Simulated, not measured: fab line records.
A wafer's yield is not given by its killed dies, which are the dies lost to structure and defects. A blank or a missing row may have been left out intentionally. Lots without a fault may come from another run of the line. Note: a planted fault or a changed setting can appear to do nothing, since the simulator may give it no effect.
Matching of chambers | flow n5Finfet | N5_BEOL_M2_DESCUM_16 on rieDiel-03: 4 sister chambers
The step chemistry O2, time 7 s. 4 wafers are shown with their chamber, then 12 later ones without.

## WAFERS PAIRED WITH THEIR CHAMBERS
wafer  | chamber | showerheadPlenumPTorr (Torr)
L087.5 | 0       | 2.17
L088.1 | 1       | 2.21
L088.3 | 3       | 2.12
L088.6 | 2       | 1.99

## WAFERS WITH NO CHAMBER GIVEN
wafer  | showerheadPlenumPTorr (Torr)
L090.4 | 2.16
L090.5 | 2.20
L090.6 | 2.16
L091.2 | 2.16
L091.3 | 2.12
L091.5 | 1.99
L093.1 | 2.20
L093.5 | 1.98
L093.6 | 2.20
L096.2 | 2.16
L096.4 | 2.11
L096.6 | 2.16

## WHICH CHAMBER EACH WENT THROUGH
wafer  | from the rows above | in truth
L090.4 | 0                   | 0
L090.5 | 1                   | 1
L090.6 | 0                   | 0
L091.2 | 0                   | 0
L091.3 | 3                   | 3
L091.5 | 2                   | 2
L093.1 | 1                   | 1
L093.5 | 2                   | 2
L093.6 | 1                   | 1
L096.2 | 0                   | 0
L096.4 | 3                   | 3
L096.6 | 0                   | 0
Correct placement for 12 of the 12. Number that these rows cannot place: 0. 0 placed wrongly.
How it was worked out, from the rows above alone: a wafer's distance from a chamber is the root of the sum, over the readings, of the square of ((its reading less the chamber's mean) divided by the reading's scatter). The wafer belongs to the nearest chamber; if the next one is less than 2 further off, it can't be placed. A chamber's mean is the mean of its shown wafers. The scatter: with one shown wafer a chamber, the root of the mean of the squares of how far each hidden wafer lies from its nearest shown one.
